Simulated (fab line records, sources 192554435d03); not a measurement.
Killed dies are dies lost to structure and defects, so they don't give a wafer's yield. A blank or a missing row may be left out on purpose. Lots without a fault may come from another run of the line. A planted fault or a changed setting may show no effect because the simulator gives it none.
A struck lot beside a sound one | flow n5_finfet | 16 steps out of a route of 1938
Sound: wafers L384.1, L384.4, L384.5. Struck: wafers L395.1, L395.2, L395.3. The cause comes at the end.
At each step with rows: each side's tool, then ch and its chambers, then its first start. Under that, the readings that differ: sound wafers | struck wafers | difference of the means | sigmas: that difference in standard deviations of wafers without a fault.
alike: readings whose means differ by less than 2 such deviations, and words and numbers that are the same on both sides. not compared: withheld readings, readings that some wafer has no value for, bounds like >300 that may hide the same value, and numbers for which the record gives no deviation and whose values overlap.
The two part at a step that has a row with sigmas, a row that says differs or no value, or rows on one side only. Numbers that don't overlap but have no deviation are shown without sigmas and don't part them. A reading that every wafer of one side lacks parts them only if that side has two wafers or more.

N5_MOL_CONTACT_COAG_ETCH_106: etches SOC in N2/H2, target depth 80 nm, overetch 16 nm, time 120 s.
  sound on rie_diel-06 ch 0,2, day 5 10:21; struck on rie_diel-02 ch 1,2,3, day 8 03:50
  alike: drypump_motor_current_A, oes_product_au, rf_vpp_V, showerhead_plenum_p_Torr, throttle_valve_pct
  not compared: rf_hours_counter_h
then, 2 steps without rows for these wafers: N5_MOL_CONTACT_COAG_STRIP_107 (strips in N2/H2); N5_MOL_CONTACT_COAG_STRIP_108 (strips in N2/H2).
N5_MOL_CONTACT_COAG_CONTACT_ETCH_14: etches SiO2 in C4F6/O2, target depth 27.5 nm, overetch 8.5 nm, time 20 s.
  sound on rie_diel-06 ch 0,2, day 5 10:27; struck on rie_diel-02 ch 1,2,3, day 8 03:56
  alike: drypump_motor_current_A, oes_product_au, rf_vpp_V, showerhead_plenum_p_Torr, throttle_valve_pct
  not compared: rf_hours_counter_h
then, 1 step without rows for these wafers: N5_MOL_CONTACT_COAG_STRIP_109 (strips in C4F6/O2).
N5_MOL_CONTACT_COAG_ETCH_15: etches SiNx in CH3F/O2, stops on Si:P, target depth 7 nm.
  sound on rie_diel-06 ch 0,2, day 5 10:29; struck on rie_diel-02 ch 1,2,3, day 8 03:58
  alike: drypump_motor_current_A, oes_product_au, rf_vpp_V, showerhead_plenum_p_Torr, throttle_valve_pct
  not compared: rf_hours_counter_h
then, 2 steps without rows for these wafers: N5_MOL_CONTACT_COAG_ETCH_110 (etches Si in CF4/O2, target depth 2.5 nm, time 8 s); N5_MOL_CONTACT_COAG_STRIP_98 (strips in N2/H2).
N5_MOL_CONTACT_COAG_CD_MEAS_99: target cd 17.2 nm.
  sound on cd_sem-02, day 5 10:40; struck on cd_sem-01, day 8 04:08
  alike: cd_nm
then, 2 steps without rows for these wafers: N5_MOL_CONTACT_COAG_IMPLANT_129; N5_MOL_CONTACT_COAG_PRECLEAN_111 (cleans in NF3:NH3, afs cycles 1, time 20 s, sublimation time 60 s).
N5_MOL_CONTACT_COAG_TI_SIL_19: material Ti, target thk 4.2 nm, time 15 s.
  sound on pvd_sputter-03, day 5 11:25; struck on pvd_sputter-01, day 8 05:19
  alike: throttle_valve_pct
N5_MOL_CONTACT_COAG_ALD_20: deposits TiN, target thk 1.5 nm, pulse time 1 s, purge time 3 s.
  sound on ald_metal-04 ch 0,1, day 5 11:32; struck on ald_metal-04 ch 0,1,3, day 8 05:26
  reading                                          | sound       | struck   | difference | sigmas
  ald_cycles                                       | 68 68 68    | 44 44 44 | -24        |
  model.TiN_of_MOL_CONTACT_COAG_ALD_20.thk_nm (nm) | 1.6 1.6 1.6 | 1 1 1    | -1         |
  alike: heater_power_outer_w, heater_power_w, precursor_pulse_height_rel
N5_MOL_CONTACT_COAG_SIL_ANNEAL_21: time 60 s.
  sound on rtp_anneal-02 ch 0, day 5 11:55; struck on rtp_anneal-02 ch 0
  alike: lamp_power_pct, wafer_temp_C_max
-- the record jumps here: 3 days lie between the struck wafers' starts before and after (it left off in module MOL_CONTACT_COAG and takes up again in module BEOL_M4, whose first step shown is number 1111 of the route) --
N5_BEOL_M4_RC_MEAS_101:
  sound on prober-01 ch 0, day 8 21:04; struck on prober-01 ch 0, day 11 01:53
  reading       | sound          | struck         | difference | sigmas
  SS_P (mV/dec) | 71.7 72.8 72.9 | 74.2 74.6 73.8 | +1.7       | +2
  alike: DIBL_N, DIBL_P, IOFF_N, IOFF_P, ION_N, ION_P, SS_N, VT_N, VT_P
N5_PASSIVATION_PROBE_49:
  the record has rows for the sound wafers here (prober-01, day 12 17:52) and none for the struck ones

WHERE THEY PART
First at N5_BEOL_M4_RC_MEAS_101; last, within this record, at N5_PASSIVATION_PROBE_49.

WHY: what the simulator had put in
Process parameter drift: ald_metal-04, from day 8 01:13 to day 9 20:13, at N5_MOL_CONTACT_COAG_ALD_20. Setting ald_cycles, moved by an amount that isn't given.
